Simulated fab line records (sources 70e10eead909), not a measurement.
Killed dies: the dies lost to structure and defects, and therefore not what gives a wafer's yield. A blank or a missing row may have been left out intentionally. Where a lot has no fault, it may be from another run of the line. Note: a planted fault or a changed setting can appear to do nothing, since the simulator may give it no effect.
Matching of chambers + flow nandHarc + NHARC_P_M1_CMP_23 on cmp-01 has 4 sister chambers
The step polishes, t overpolish 20 s, target thk 157.82 nm. 18 wafers are shown with their chamber, then 9 later ones without.

## WAFERS PAIRED WITH THEIR CHAMBERS
| wafer  | chamber | motorCurrentA (A) | timeToEndpointS (s) | slurryFlowMlMin |
|--------|---------|-------------------|---------------------|-----------------|
| L075.2 | 2       | 12.9              | 23                  | 149.7           |
| L075.3 | 1       | 13.9              | 30                  | 150.0           |
| L075.5 | 3       | 11.6              | 26                  | 150.0           |
| L076.1 | 1       | 14.5              | 31                  | 150.5           |
| L076.5 | 0       | 11.9              | 29                  | 150.4           |
| L076.6 | 3       | 11.3              | 27                  | 151.1           |
| L077.1 | 1       | 13.8              | 31                  | 150.1           |
| L077.5 | 3       | 11.2              | 27                  | 149.9           |
| L077.6 | 0       | 12.0              | 29                  | 149.3           |
| L080.3 | 0       | 11.6              | 32                  | 150.3           |
| L080.4 | 3       | 11.4              | 29                  | 149.9           |
| L080.6 | 3       | 11.2              | 28                  | 149.6           |
| L082.1 | 2       | 12.7              | 26                  | 149.6           |
| L082.4 | 1       | 14.5              | 30                  | 149.6           |
| L082.5 | 3       | 11.9              | 25                  | 149.1           |
| L088.1 | 3       | 11.5              | 25                  | 149.9           |
| L088.3 | 0       | 11.7              | 29                  | 150.5           |
| L088.4 | 1       | 13.8              | 34                  | 150.6           |

SIGNATURES (means of the wafers above)
| reading         | chamber 0 | chamber 1 | chamber 2 | chamber 3 | scatter within a chamber |
|-----------------|-----------|-----------|-----------|-----------|--------------------------|
| motorCurrentA   | 11.800    | 14.100    | 12.800    | 11.443    | 0.272                    |
| timeToEndpointS | 29.75     | 31.20     | 24.50     | 26.71     | 1.59                     |
| slurryFlowMlMin | 150.125   | 150.160   | 149.650   | 149.929   | 0.518                    |
Rule: for a wafer and a chamber, the distance is found by dividing, reading by reading, the gap between the wafer's reading and the chamber's mean by the reading's scatter, squaring, summing and taking the root. If the next closest chamber is less than 2 further off than the closest, the wafer can't be placed; otherwise it belongs to the closest. The scatter: take each reading less its chamber's mean, square it, sum over the shown wafers, divide by the number of wafers less the number of chambers, and take the root.

## WAFERS WITH NO CHAMBER GIVEN
| wafer  | motorCurrentA (A) | timeToEndpointS (s) | slurryFlowMlMin |
|--------|-------------------|---------------------|-----------------|
| L089.1 | 10.9              | 24                  | 149.8           |
| L089.2 | 12.6              | 24                  | 150.3           |
| L089.3 | 11.6              | 28                  | 149.3           |
| L094.1 | 12.3              | 29                  | 149.4           |
| L094.4 | 13.8              | 33                  | 149.6           |
| L094.5 | 13.0              | 24                  | 149.9           |
| L095.1 | 13.9              | 34                  | 149.7           |
| L095.3 | 11.7              | 28                  | 149.3           |
| L095.4 | 11.6              | 24                  | 149.8           |

## WHICH CHAMBER EACH ONE RAN IN
| wafer  | from the rows above          | in truth |
|--------|------------------------------|----------|
| L089.1 | 3                            | 3        |
| L089.2 | 2                            | 2        |
| L089.3 | can't be placed: 3 or 0      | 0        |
| L094.1 | can't be placed: 0 or 2 or 3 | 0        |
| L094.4 | 1                            | 1        |
| L094.5 | 2                            | 2        |
| L095.1 | 1                            | 1        |
| L095.3 | can't be placed: 3 or 0      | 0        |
| L095.4 | can't be placed: 3 or 0      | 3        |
Correct placement for 5 of the 9. These rows do not allow placing 4 (true chamber among the candidates in 4). 0 placed wrongly.
